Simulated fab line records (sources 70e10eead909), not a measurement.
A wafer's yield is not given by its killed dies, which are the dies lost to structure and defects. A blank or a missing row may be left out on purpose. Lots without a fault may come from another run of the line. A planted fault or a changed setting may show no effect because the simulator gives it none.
Matching of chambers :: flow nand-harc :: 4 sister chambers for NHARC_A_ZERO_WELL_DESCUM_12 on rie-diel-05
The step chemistry O2, time 3 s. 36 wafers are shown with their chamber, then 12 later ones without.

EACH WAFER AND ITS CHAMBER
wafer: L074.1
chamber: 0
showerhead-plenum-p-Torr (Torr): 2.03
drypump-motor-current-A (A): 5.0
oes-product-au (a.u.): 1.006

wafer: L074.2
chamber: 2
showerhead-plenum-p-Torr (Torr): 1.85
drypump-motor-current-A (A): 5.6
oes-product-au (a.u.): 0.999

wafer: L074.5
chamber: 0
showerhead-plenum-p-Torr (Torr): 2.03
drypump-motor-current-A (A): 5.0
oes-product-au (a.u.): 1.012

wafer: L078.4
chamber: 0
showerhead-plenum-p-Torr (Torr): 2.03
drypump-motor-current-A (A): 5.0
oes-product-au (a.u.): 1.015

wafer: L078.5
chamber: 3
showerhead-plenum-p-Torr (Torr): 1.99
drypump-motor-current-A (A): 5.7
oes-product-au (a.u.): 1.006

wafer: L078.6
chamber: 2
showerhead-plenum-p-Torr (Torr): 1.84
drypump-motor-current-A (A): 5.6
oes-product-au (a.u.): 0.992

wafer: L079.3
chamber: 2
showerhead-plenum-p-Torr (Torr): 1.85
drypump-motor-current-A (A): 5.7
oes-product-au (a.u.): 0.997

wafer: L079.4
chamber: 1
showerhead-plenum-p-Torr (Torr): 1.87
drypump-motor-current-A (A): 6.5
oes-product-au (a.u.): 1.006

wafer: L079.6
chamber: 1
showerhead-plenum-p-Torr (Torr): 1.87
drypump-motor-current-A (A): 6.5
oes-product-au (a.u.): 1.009

wafer: L080.2
chamber: 2
showerhead-plenum-p-Torr (Torr): 1.85
drypump-motor-current-A (A): 5.7
oes-product-au (a.u.): 1.005

wafer: L080.4
chamber: 3
showerhead-plenum-p-Torr (Torr): 1.99
drypump-motor-current-A (A): 5.6
oes-product-au (a.u.): 0.995

wafer: L080.5
chamber: 2
showerhead-plenum-p-Torr (Torr): 1.85
drypump-motor-current-A (A): 5.7
oes-product-au (a.u.): 1.002

wafer: L081.2
chamber: 0
showerhead-plenum-p-Torr (Torr): 2.03
drypump-motor-current-A (A): 4.9
oes-product-au (a.u.): 1.022

wafer: L081.4
chamber: 1
showerhead-plenum-p-Torr (Torr): 1.87
drypump-motor-current-A (A): 6.6
oes-product-au (a.u.): 1.014

wafer: L081.5
chamber: 3
showerhead-plenum-p-Torr (Torr): 1.99
drypump-motor-current-A (A): 5.6
oes-product-au (a.u.): 0.999

wafer: L082.2
chamber: 3
showerhead-plenum-p-Torr (Torr): 1.99
drypump-motor-current-A (A): 5.6
oes-product-au (a.u.): 1.000

wafer: L082.4
chamber: 2
showerhead-plenum-p-Torr (Torr): 1.85
drypump-motor-current-A (A): 5.6
oes-product-au (a.u.): 1.000

wafer: L082.6
chamber: 3
showerhead-plenum-p-Torr (Torr): 1.99
drypump-motor-current-A (A): 5.7
oes-product-au (a.u.): 0.997

wafer: L084.1
chamber: 2
showerhead-plenum-p-Torr (Torr): 1.84
drypump-motor-current-A (A): 5.6
oes-product-au (a.u.): 0.990

wafer: L084.2
chamber: 3
showerhead-plenum-p-Torr (Torr): 1.99
drypump-motor-current-A (A): 5.7
oes-product-au (a.u.): 0.991

wafer: L084.3
chamber: 0
showerhead-plenum-p-Torr (Torr): 2.03
drypump-motor-current-A (A): 5.0
oes-product-au (a.u.): 0.999

wafer: L085.1
chamber: 2
showerhead-plenum-p-Torr (Torr): 1.85
drypump-motor-current-A (A): 5.6
oes-product-au (a.u.): 0.980

wafer: L085.3
chamber: 1
showerhead-plenum-p-Torr (Torr): 1.87
drypump-motor-current-A (A): 6.6
oes-product-au (a.u.): 1.026

wafer: L085.6
chamber: 3
showerhead-plenum-p-Torr (Torr): 1.99
drypump-motor-current-A (A): 5.6
oes-product-au (a.u.): 0.997

wafer: L086.2
chamber: 3
showerhead-plenum-p-Torr (Torr): 1.99
drypump-motor-current-A (A): 5.7
oes-product-au (a.u.): 0.991

wafer: L086.4
chamber: 2
showerhead-plenum-p-Torr (Torr): 1.84
drypump-motor-current-A (A): 5.6
oes-product-au (a.u.): 0.983

wafer: L086.6
chamber: 2
showerhead-plenum-p-Torr (Torr): 1.84
drypump-motor-current-A (A): 5.7
oes-product-au (a.u.): 0.990

wafer: L087.1
chamber: 1
showerhead-plenum-p-Torr (Torr): 1.87
drypump-motor-current-A (A): 6.6
oes-product-au (a.u.): 1.036

wafer: L087.2
chamber: 3
showerhead-plenum-p-Torr (Torr): 1.99
drypump-motor-current-A (A): 5.7
oes-product-au (a.u.): 1.006

wafer: L087.6
chamber: 3
showerhead-plenum-p-Torr (Torr): 1.99
drypump-motor-current-A (A): 5.7
oes-product-au (a.u.): 0.993

wafer: L089.2
chamber: 2
showerhead-plenum-p-Torr (Torr): 1.84
drypump-motor-current-A (A): 5.7
oes-product-au (a.u.): 0.998

wafer: L089.4
chamber: 3
showerhead-plenum-p-Torr (Torr): 1.99
drypump-motor-current-A (A): 5.7
oes-product-au (a.u.): 0.988

wafer: L089.5
chamber: 1
showerhead-plenum-p-Torr (Torr): 1.87
drypump-motor-current-A (A): 6.6
oes-product-au (a.u.): 1.027

wafer: L088.3
chamber: 0
showerhead-plenum-p-Torr (Torr): 2.03
drypump-motor-current-A (A): 4.9
oes-product-au (a.u.): 0.993

wafer: L088.5
chamber: 2
showerhead-plenum-p-Torr (Torr): 1.84
drypump-motor-current-A (A): 5.7
oes-product-au (a.u.): 0.987

wafer: L088.6
chamber: 1
showerhead-plenum-p-Torr (Torr): 1.87
drypump-motor-current-A (A): 6.6
oes-product-au (a.u.): 1.016

SIGNATURES (averages over the wafers above)
reading: showerhead-plenum-p-Torr
chamber 0: 2.0300
chamber 1: 1.8700
chamber 2: 1.8450
chamber 3: 1.9900
scatter within a chamber: 0.00306

reading: drypump-motor-current-A
chamber 0: 4.967
chamber 1: 6.571
chamber 2: 5.650
chamber 3: 5.664
scatter within a chamber: 0.051

reading: oes-product-au
chamber 0: 1.00783
chamber 1: 1.01914
chamber 2: 0.99358
chamber 3: 0.99664
scatter within a chamber: 0.00847
Rule: for each reading, subtract the chamber's mean from the wafer's reading, divide by that reading's scatter and square the result; add these up over the readings and take the root, which gives the wafer's distance from the chamber. The wafer belongs to the nearest chamber; if the next one is less than 2 further off, it can't be placed. How the scatter is found: for the shown wafers, subtract from each reading the mean of its chamber, square and add these, divide the total by (wafers less chambers), then take the root.

WAFERS WITHOUT THEIR CHAMBER
wafer: L091.2
showerhead-plenum-p-Torr (Torr): 1.84
drypump-motor-current-A (A): 5.7
oes-product-au (a.u.): 0.997

wafer: L091.3
showerhead-plenum-p-Torr (Torr): 1.99
drypump-motor-current-A (A): 5.6
oes-product-au (a.u.): 0.994

wafer: L091.6
showerhead-plenum-p-Torr (Torr): 1.99
drypump-motor-current-A (A): 5.6
oes-product-au (a.u.): 0.994

wafer: L092.1
showerhead-plenum-p-Torr (Torr): 1.84
drypump-motor-current-A (A): 5.6
oes-product-au (a.u.): 0.987

wafer: L092.3
showerhead-plenum-p-Torr (Torr): 2.03
drypump-motor-current-A (A): 4.9
oes-product-au (a.u.): 1.010

wafer: L092.5
showerhead-plenum-p-Torr (Torr): 1.84
drypump-motor-current-A (A): 5.7
oes-product-au (a.u.): 0.991

wafer: L095.1
showerhead-plenum-p-Torr (Torr): 1.87
drypump-motor-current-A (A): 6.6
oes-product-au (a.u.): 1.023

wafer: L095.4
showerhead-plenum-p-Torr (Torr): 1.99
drypump-motor-current-A (A): 5.7
oes-product-au (a.u.): 1.007

wafer: L095.5
showerhead-plenum-p-Torr (Torr): 1.87
drypump-motor-current-A (A): 6.6
oes-product-au (a.u.): 1.019

wafer: L097.1
showerhead-plenum-p-Torr (Torr): 1.84
drypump-motor-current-A (A): 5.6
oes-product-au (a.u.): 0.987

wafer: L097.3
showerhead-plenum-p-Torr (Torr): 1.87
drypump-motor-current-A (A): 6.6
oes-product-au (a.u.): 1.027

wafer: L097.4
showerhead-plenum-p-Torr (Torr): 2.03
drypump-motor-current-A (A): 5.0
oes-product-au (a.u.): 1.000

THE CHAMBER EACH PASSED THROUGH
wafer: L091.2
from the rows above: 2
in truth: 2

wafer: L091.3
from the rows above: 3
in truth: 3

wafer: L091.6
from the rows above: 3
in truth: 3

wafer: L092.1
from the rows above: 2
in truth: 2

wafer: L092.3
from the rows above: 0
in truth: 0

wafer: L092.5
from the rows above: 2
in truth: 2

wafer: L095.1
from the rows above: 1
in truth: 1

wafer: L095.4
from the rows above: 3
in truth: 3

wafer: L095.5
from the rows above: 1
in truth: 1

wafer: L097.1
from the rows above: 2
in truth: 2

wafer: L097.3
from the rows above: 1
in truth: 1

wafer: L097.4
from the rows above: 0
in truth: 0
Placed correctly: 12 of 12. Number that these rows cannot place: 0. 0 placed wrongly.
